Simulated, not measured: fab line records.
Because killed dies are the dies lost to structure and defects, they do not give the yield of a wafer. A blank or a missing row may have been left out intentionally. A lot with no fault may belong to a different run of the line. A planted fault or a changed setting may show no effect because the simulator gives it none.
Which tool was responsible? -- flow n5 finfet -- 24 lots, 72 wafers sampled, at 6 steps of a route of 1938

## WHAT THE GAUGES SHOWED, per wafer
N5_BEOL_M2_OVL_MEAS_12. Usual: for M2_OVL the level is -0.2 nm and the standard deviation is 0.51.
lot,measured,on,M2_OVL (nm),flag
L074,day 7 15:55,overlay-02,0.1 0.3 0.2,
L075,day 7 20:21,overlay-02,-0.5 -0.8 -0.5,
L076,day 7 20:59,overlay-01,0.7 0.5 -0.8,
L077,day 7 21:24,overlay-02,0.3 0.4 -0.7,
L078,day 8 03:42,overlay-01,-1.0 0.4 0.8,
L079,day 8 04:39,overlay-02,-0.4 -0.4 -0.1,
L080,day 8 04:57,overlay-01,0.7 0.1 0.2,
L081,day 8 08:01,overlay-02,0.8 -0.4 0.1,
L082,day 8 10:28,overlay-01,0.1 -0.7 -0.1,
L083,day 8 20:11,overlay-02,0.5 0.5 0.3,
L085,day 9 21:18,overlay-01,-0.2 -0.3 0.1,
L084,day 9 22:15,overlay-02,-1.1 -0.3 -0.4,
L086,day 10 07:31,overlay-01,0.0 -0.1 0.4,
L087,day 10 08:28,overlay-01,-0.4 0.1 -0.9,
L088,day 10 10:21,overlay-02,-0.9 -0.2 -1.1,
L089,day 10 13:50,overlay-01,-0.3 -0.7 -0.2,
L090,day 10 20:04,overlay-01,-0.6 0.1 -0.7,
L091,day 10 20:47,overlay-01,-0.6 -0.3 0.0,
L092,day 11 02:26,overlay-01,-0.6 -0.9 -0.3,
L093,day 11 07:35,overlay-02,-0.7 0.4 -0.7,
L094,day 11 23:19,overlay-02,0.2 0.5 0.3,
L095,day 12 09:21,overlay-01,0.5 0.4 0.9,
L097,day 12 16:13,overlay-02,-0.8 -0.9 -0.9,
L096,day 12 23:08,overlay-01,-0.1 0.0 -0.3,

N5_BEOL_M2_INSPECT_30: inspects for defects (brightfield). Usual: raw defect count reads 419 (standard deviation 94).
lot,measured,on,raw defect count,flag
L074,day 7 16:58,defect inspect-01,446 449 416,
L075,day 7 21:17,defect inspect-02,459 337 701,
L076,day 7 21:55,defect inspect-02,539 529 398,
L077,day 7 22:27,defect inspect-02,311 327 414,
L078,day 8 05:49,defect inspect-02,365 358 383,
L079,day 8 06:05,defect inspect-02,571 311 374,
L080,day 8 06:16,defect inspect-01,306 357 432,
L081,day 8 09:04,defect inspect-02,477 387 400,
L082,day 8 11:26,defect inspect-02,463 447 365,
L083,day 8 21:11,defect inspect-02,242 336 244,
L085,day 9 22:39,defect inspect-02,428 470 387,
L084,day 9 23:11,defect inspect-01,325 440 350,
L086,day 10 08:28,defect inspect-02,446 502 538,
L087,day 10 09:23,defect inspect-01,490 482 696,
L088,day 10 11:20,defect inspect-01,457 348 341,
L089,day 10 15:06,defect inspect-01,418 380 279,
L090,day 10 20:59,defect inspect-02,582 524 410,
L091,day 10 21:44,defect inspect-02,359 453 448,
L092,day 11 04:09,defect inspect-02,439 569 597,
L093,day 11 08:32,defect inspect-02,487 383 352,
L094,day 12 00:39,defect inspect-01,357 257 324,
L095,day 12 10:29,defect inspect-01,364 550 460,
L097,day 12 17:16,defect inspect-01,312 293 307,
L096,day 13 00:11,defect inspect-02,406 429 399,

## WHAT TOOL EACH LOT RAN ON (gives the tool, then ch and the chambers of the sampled wafers, and finally the start)
lot,N5_BEOL_M1_ETCHBACK_99,N5_BEOL_M1_PRE_CLEAN_45,N5_BEOL_M1_DEP_57,N5_BEOL_M2_STRIP_19
L074,"rie diel-02 ch 1,2, day 7 09:43","pvd sputter-01, day 7 10:52","pecvd-02 ch 0,2, day 7 14:26","rie diel-05 ch 0,1, day 7 16:22"
L075,"rie diel-02 ch 0,1,2, day 7 13:55","pvd sputter-03, day 7 14:55","pecvd-02 ch 0,1,2, day 7 18:25","rie diel-01 ch 1,2,3, day 7 20:48"
L076,"rie diel-04 ch 0,1, day 7 13:57","pvd sputter-01, day 7 14:57","pecvd-02 ch 0,1, day 7 20:02","rie diel-05 ch 1,2,3, day 7 21:26"
L077,"rie diel-03 ch 0,2,3, day 7 14:08","pvd sputter-03, day 7 15:01","pecvd-02 ch 0,1,2, day 7 20:17","rie diel-01 ch 0,1,2, day 7 21:50"
L078,"rie diel-03 ch 0,2, day 7 20:27","pvd sputter-01, day 7 21:13","pecvd-02 ch 0,1,2, day 8 00:34","rie diel-06 ch 0,1,2, day 8 05:13"
L079,"rie diel-02 ch 1,2,3, day 7 23:15","pvd sputter-01, day 8 00:13","pecvd-01 ch 1,2, day 8 03:35","rie diel-05 ch 0,1,3, day 8 05:28"
L080,"rie diel-03 ch 0,2,3, day 7 23:17","pvd sputter-03, day 8 00:17","pecvd-02 ch 0,1,2, day 8 03:46","rie diel-05 ch 0,3, day 8 05:31"
L081,"rie diel-04 ch 0,3, day 8 02:39","pvd sputter-01, day 8 03:37","pecvd-02 ch 0,1, day 8 07:05","rie diel-06 ch 1,2, day 8 08:28"
L082,"rie diel-04 ch 0,1,3, day 8 03:49","pvd sputter-01, day 8 04:40","pecvd-01 ch 0,1,2, day 8 08:04","rie diel-06 ch 0,1, day 8 10:58"
L083,"rie diel-03 ch 1,2,3, day 8 14:49","pvd sputter-02, day 8 15:44","pecvd-01 ch 0,1,2, day 8 19:06","rie diel-05 ch 1,2,3, day 8 20:42"
L085,"rie diel-02 ch 2,3, day 9 13:30","pvd sputter-03, day 9 14:31","pecvd-01 ch 0, day 9 18:19","rie diel-05 ch 1,2, day 9 22:10"
L084,"rie diel-02 ch 2,3, day 9 16:50","pvd sputter-02, day 9 17:59","pecvd-04 ch 0,2, day 9 21:32","rie diel-01 ch 1,3, day 9 22:42"
L086,"rie diel-02 ch 2,3, day 9 22:01","pvd sputter-02, day 9 23:09","pecvd-01 ch 0,1, day 10 05:40","rie diel-06 ch 0,1,2, day 10 08:00"
L087,"rie diel-02 ch 0,1,3, day 10 02:47","pvd sputter-03, day 10 03:40","pecvd-02 ch 0,1,2, day 10 07:10","rie diel-06 ch 0,2,3, day 10 08:55"
L088,"rie diel-04 ch 1,2,3, day 10 02:51","pvd sputter-02, day 10 03:46","pecvd-02 ch 1,2, day 10 07:25","rie diel-05 ch 1,2,3, day 10 10:52"
L089,"rie diel-02 ch 0,1,3, day 10 06:23","pvd sputter-02, day 10 07:22","pecvd-01 ch 0,1, day 10 12:02","rie diel-01 ch 0,1,2, day 10 14:29"
L090,"rie diel-04 ch 0,1,3, day 10 12:56","pvd sputter-03, day 10 13:55","pecvd-02 ch 1,2, day 10 17:34","rie diel-05 ch 0,1,3, day 10 20:31"
L091,"rie diel-04 ch 0,1,2, day 10 13:18","pvd sputter-01, day 10 14:24","pecvd-01 ch 0,1,2, day 10 18:58","rie diel-06 ch 0,1,2, day 10 21:16"
L092,"rie diel-03 ch 1,2, day 10 21:26","pvd sputter-01, day 10 22:14","pecvd-04 ch 0,2, day 11 01:43","rie diel-05 ch 0,2, day 11 03:41"
L093,"rie diel-02 ch 0,2, day 11 00:50","pvd sputter-01, day 11 01:39","pecvd-04 ch 0,1,2, day 11 06:41","rie diel-05 ch 0,3, day 11 08:03"
L094,"rie diel-04 ch 0,2,3, day 11 14:13","pvd sputter-03, day 11 15:14","pecvd-02 ch 1,2, day 11 18:44","rie diel-05 ch 1,2,3, day 12 00:10"
L095,"rie diel-04 ch 0,1,3, day 12 01:57","pvd sputter-02, day 12 02:38","pecvd-02 ch 1,2, day 12 06:08","rie diel-06 ch 0,3, day 12 10:00"
L097,"rie diel-03 ch 1,3, day 12 09:28","pvd sputter-01, day 12 10:44","pecvd-02 ch 0,1, day 12 14:20","rie diel-06 ch 1,2, day 12 16:40"
L096,"rie diel-03 ch 2,3, day 12 16:47","pvd sputter-02, day 12 18:14","pecvd-04 ch 0,1, day 12 21:50","rie diel-06 ch 0,2, day 12 23:35"
- N5_BEOL_M1_ETCHBACK_99: etches SiO2 in CHF3, target depth 5 nm, time 10.4 s.
- N5_BEOL_M1_PRE_CLEAN_45: time 30 s.
- N5_BEOL_M1_DEP_57: deposits SiCN from 3MS/NH3, target thk 8 nm, time 14 s.
- N5_BEOL_M2_STRIP_19: strips in O2.

## WHAT THE TOOLS THEMSELVES READ (means of the sampled wafers that have a number; where no wafer has one, the mark that the record gives instead)
N5_BEOL_M1_ETCHBACK_99. Usual: drypump motor current A 5.7 A, standard deviation 0.42; oes_f_703_au 0.79 a.u., standard deviation 0.084; oes product au 0.80 a.u., standard deviation 0.082; rf vpp V 240 V, standard deviation 4.9; showerhead plenum p Torr 2.13 Torr, standard deviation 0.079; throttle valve pct 17.10 %, standard deviation 0.18.
lot,tool,drypump motor current A (A),oes_f_703_au (a.u.),oes product au (a.u.),rf vpp V (V),showerhead plenum p Torr (Torr),throttle valve pct (%),flag
L074,rie diel-02,5.6,0.76,0.77,242,2.13,16.93,
L075,rie diel-02,5.3,0.79,0.81,238,2.08,16.97,
L076,rie diel-04,6.3,0.80,0.80,241,2.07,17.13,
L077,rie diel-03,5.8,0.81,0.81,238,2.20,17.21,
L078,rie diel-03,5.5,0.77,0.77,241,2.16,17.31,
L079,rie diel-02,5.5,0.76,0.78,244,2.13,16.94,
L080,rie diel-03,5.8,0.80,0.80,237,2.20,17.22,
L081,rie diel-04,6.2,0.91,0.92,241,2.08,17.02,
L082,rie diel-04,6.2,0.86,0.85,240,2.10,17.04,
L083,rie diel-03,5.9,0.89,0.88,236,2.22,17.03,
L085,rie diel-02,5.6,0.69,0.70,246,2.13,17.09,
L084,rie diel-02,5.7,0.69,0.70,246,2.13,17.08,
L086,rie diel-02,5.7,0.69,0.69,245,2.13,17.09,
L087,rie diel-02,5.2,0.78,0.79,240,2.08,17.01,
L088,rie diel-04,5.9,0.88,0.89,238,2.16,16.97,
L089,rie diel-02,5.2,0.78,0.79,240,2.08,17.02,
L090,rie diel-04,6.2,0.83,0.82,240,2.09,17.08,
L091,rie diel-04,6.0,0.82,0.83,239,2.12,17.05,
L092,rie diel-03,5.7,0.85,0.87,235,2.18,17.00,
L093,rie diel-02,5.5,0.70,0.71,241,2.08,17.15,
L094,rie diel-04,5.9,0.85,0.85,239,2.10,17.05,
L095,rie diel-04,6.2,0.82,0.81,240,2.09,17.09,
L097,rie diel-03,6.0,0.88,0.87,233,2.23,17.05,
L096,rie diel-03,5.9,0.81,0.80,236,2.20,17.11,

N5_BEOL_M1_PRE_CLEAN_45. Usual: heater power w reads 316 W (standard deviation 21).
lot,tool,heater power w (W),flag
L074,pvd sputter-01,325,
L075,pvd sputter-03,321,
L076,pvd sputter-01,318,
L077,pvd sputter-03,315,
L078,pvd sputter-01,338,
L079,pvd sputter-01,316,
L080,pvd sputter-03,307,
L081,pvd sputter-01,316,
L082,pvd sputter-01,318,
L083,pvd sputter-02,328,
L085,pvd sputter-03,323,
L084,pvd sputter-02,323,
L086,pvd sputter-02,306,
L087,pvd sputter-03,329,
L088,pvd sputter-02,318,
L089,pvd sputter-02,286,
L090,pvd sputter-03,330,
L091,pvd sputter-01,325,
L092,pvd sputter-01,326,
L093,pvd sputter-01,300,
L094,pvd sputter-03,316,
L095,pvd sputter-02,298,
L097,pvd sputter-01,313,
L096,pvd sputter-02,330,

N5_BEOL_M1_DEP_57. Usual: showerhead plenum p Torr 3.662 Torr, standard deviation 0.014; throttle valve pct 8.9 %, standard deviation 0.62.
lot,tool,showerhead plenum p Torr (Torr),throttle valve pct (%),flag
L074,pecvd-02,3.658,8.7,
L075,pecvd-02,3.668,8.9,
L076,pecvd-02,3.660,9.0,
L077,pecvd-02,3.667,8.7,
L078,pecvd-02,3.666,8.8,
L079,pecvd-01,3.650,9.3,
L080,pecvd-02,3.663,8.7,
L081,pecvd-02,3.663,8.9,
L082,pecvd-01,3.651,9.2,
L083,pecvd-01,3.652,9.3,
L085,pecvd-01,3.663,8.7,
L084,pecvd-04,3.664,8.9,
L086,pecvd-01,3.643,9.4,
L087,pecvd-02,3.665,8.6,
L088,pecvd-02,3.670,8.9,
L089,pecvd-01,3.656,9.1,
L090,pecvd-02,3.672,8.9,
L091,pecvd-01,3.643,9.0,
L092,pecvd-04,3.672,8.9,
L093,pecvd-04,3.673,8.8,
L094,pecvd-02,3.676,9.2,
L095,pecvd-02,3.671,9.0,
L097,pecvd-02,3.668,8.9,
L096,pecvd-04,3.676,9.1,

N5_BEOL_M2_STRIP_19. Usual: drypump motor current A 5.7 A, standard deviation 0.41; oes product au 0.81 a.u., standard deviation 0.084; rf vpp V 3.6 V, standard deviation 0.43; showerhead plenum p Torr 2.10 Torr, standard deviation 0.069; throttle valve pct 16.65 %, standard deviation 0.18.
lot,tool,drypump motor current A (A),oes product au (a.u.),rf vpp V (V),showerhead plenum p Torr (Torr),throttle valve pct (%),flag
L074,rie diel-05,5.8,0.85,3.5,2.09,16.43,
L075,rie diel-01,5.5,0.83,3.2,2.15,16.70,
L076,rie diel-05,6.0,0.82,3.6,2.08,16.75,
L077,rie diel-01,5.5,0.88,3.7,2.14,16.58,
L078,rie diel-06,5.6,0.78,3.8,2.10,16.66,
L079,rie diel-05,6.0,0.80,3.7,2.10,16.60,
L080,rie diel-05,6.0,0.76,3.6,2.13,16.49,
L081,rie diel-06,5.6,0.81,4.2,2.14,16.54,
L082,rie diel-06,5.9,0.72,3.6,2.02,16.72,
L083,rie diel-05,6.0,0.81,3.6,2.07,16.75,
L085,rie diel-05,5.8,0.86,3.6,2.04,16.76,
L084,rie diel-01,5.8,0.73,3.6,2.15,16.88,
L086,rie diel-06,5.6,0.75,3.7,2.09,16.70,
L087,rie diel-06,5.2,0.83,3.5,2.16,16.66,
L088,rie diel-05,6.0,0.88,3.6,2.07,16.64,
L089,rie diel-01,5.5,0.84,3.5,2.14,16.63,
L090,rie diel-05,6.0,0.85,3.6,2.09,16.49,
L091,rie diel-06,5.6,0.75,3.9,2.09,16.71,
L092,rie diel-05,5.8,0.82,3.8,2.07,16.68,
L093,rie diel-05,5.9,0.82,3.7,2.12,16.40,
L094,rie diel-05,5.9,0.87,3.3,2.07,16.66,
L095,rie diel-06,5.2,0.78,3.4,2.11,16.82,
L097,rie diel-06,5.8,0.72,3.6,2.04,16.68,
L096,rie diel-06,5.3,0.78,3.6,2.17,16.67,

## THE ANSWER, worked out from the rows above alone
Rule: a lot is off if the mean of its wafers that have a number lies more than 3 standard deviations from the usual mean. Also off: a lot with no number at a reading for which 4 or more lots have one. All remaining lots with rows at the step are treated as sound. After the gauges, taken in route order, come the tools' own readings; for these a lot's mean is taken, as printed above. The first step at which some lot is off is used, and at that step the reading that is off furthest; a lot without a number counts as furthest.
None of the lots is off at any reading shown; this tells nothing.

## WHAT THE SIMULATOR HAD PUT IN
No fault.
